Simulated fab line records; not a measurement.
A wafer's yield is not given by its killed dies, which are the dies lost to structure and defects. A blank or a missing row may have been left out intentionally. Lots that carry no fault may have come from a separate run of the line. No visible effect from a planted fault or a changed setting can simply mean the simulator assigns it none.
Chamber matching | flow n5-finfet | 4 sister chambers for N5_BEOL_M8_ETCH_66 on rie-diel-04
The step etches SOC in N2/H2, target depth 80 nm, overetch 16 nm, time 120 s. 18 wafers are shown with their chamber, then 9 later ones without.

== EACH WAFER AND ITS CHAMBER ==
wafer  | chamber | drypump-motor-current-A (A) | showerhead-plenum-p-Torr (Torr) | throttle-valve-pct (%)
L075.2 | 2       | 5.7                         | 2.47                            | 17.50
L075.4 | 3       | 5.8                         | 2.54                            | 17.90
L075.6 | 0       | 5.7                         | 2.71                            | 17.70
L076.1 | 0       | 5.7                         | 2.71                            | 17.72
L076.2 | 2       | 5.8                         | 2.46                            | 17.49
L076.5 | 3       | 5.8                         | 2.54                            | 17.91
L079.1 | 0       | 5.7                         | 2.71                            | 17.71
L079.2 | 2       | 5.8                         | 2.46                            | 17.50
L079.6 | 0       | 5.7                         | 2.71                            | 17.73
L078.2 | 2       | 5.8                         | 2.46                            | 17.54
L078.4 | 1       | 6.4                         | 2.60                            | 17.94
L078.5 | 0       | 5.7                         | 2.70                            | 17.74
L081.3 | 1       | 6.4                         | 2.60                            | 17.96
L081.4 | 2       | 5.8                         | 2.46                            | 17.52
L081.5 | 3       | 5.8                         | 2.53                            | 17.93
L080.1 | 2       | 5.8                         | 2.46                            | 17.54
L080.3 | 0       | 5.7                         | 2.70                            | 17.75
L080.6 | 3       | 5.8                         | 2.53                            | 17.95

SIGNATURES, as means of the wafers listed above
reading                  | chamber 0 | chamber 1 | chamber 2 | chamber 3 | scatter within a chamber
drypump-motor-current-A  | 5.700     | 6.400     | 5.783     | 5.800     | 0.0244
showerhead-plenum-p-Torr | 2.7067    | 2.6000    | 2.4617    | 2.5350    | 0.00476
throttle-valve-pct       | 17.7250   | 17.9500   | 17.5150   | 17.9225   | 0.0203
Rule: a wafer's distance from a chamber is the root of the sum, over the readings, of the square of ((its reading less the chamber's mean) divided by the reading's scatter). If the next closest chamber is less than 2 further off than the closest, the wafer can't be placed; otherwise it belongs to the closest. How the scatter is found: for the shown wafers, subtract from each reading the mean of its chamber, square and add these, divide the total by (wafers less chambers), then take the root.

== WAFERS WITHOUT THEIR CHAMBER ==
wafer  | drypump-motor-current-A (A) | showerhead-plenum-p-Torr (Torr) | throttle-valve-pct (%)
L087.3 | 5.8                         | 2.52                            | 17.98
L087.5 | 5.8                         | 2.52                            | 17.95
L087.6 | 5.7                         | 2.69                            | 17.75
L090.2 | 5.8                         | 2.45                            | 17.56
L090.3 | 5.8                         | 2.52                            | 17.96
L090.4 | 5.8                         | 2.45                            | 17.58
L097.1 | 5.7                         | 2.68                            | 17.82
L097.2 | 5.8                         | 2.51                            | 18.02
L097.3 | 6.4                         | 2.58                            | 17.56

== THE CHAMBER EACH PASSED THROUGH ==
wafer  | from the rows above | in truth
L087.3 | 3                   | 3
L087.5 | 3                   | 3
L087.6 | 0                   | 0
L090.2 | 2                   | 2
L090.3 | 3                   | 3
L090.4 | 2                   | 2
L097.1 | 0                   | 0
L097.2 | 3                   | 3
L097.3 | 1                   | 1
Placed correctly: 9 of 9. Left unplaced by these rows: 0. Number placed wrongly: 0.
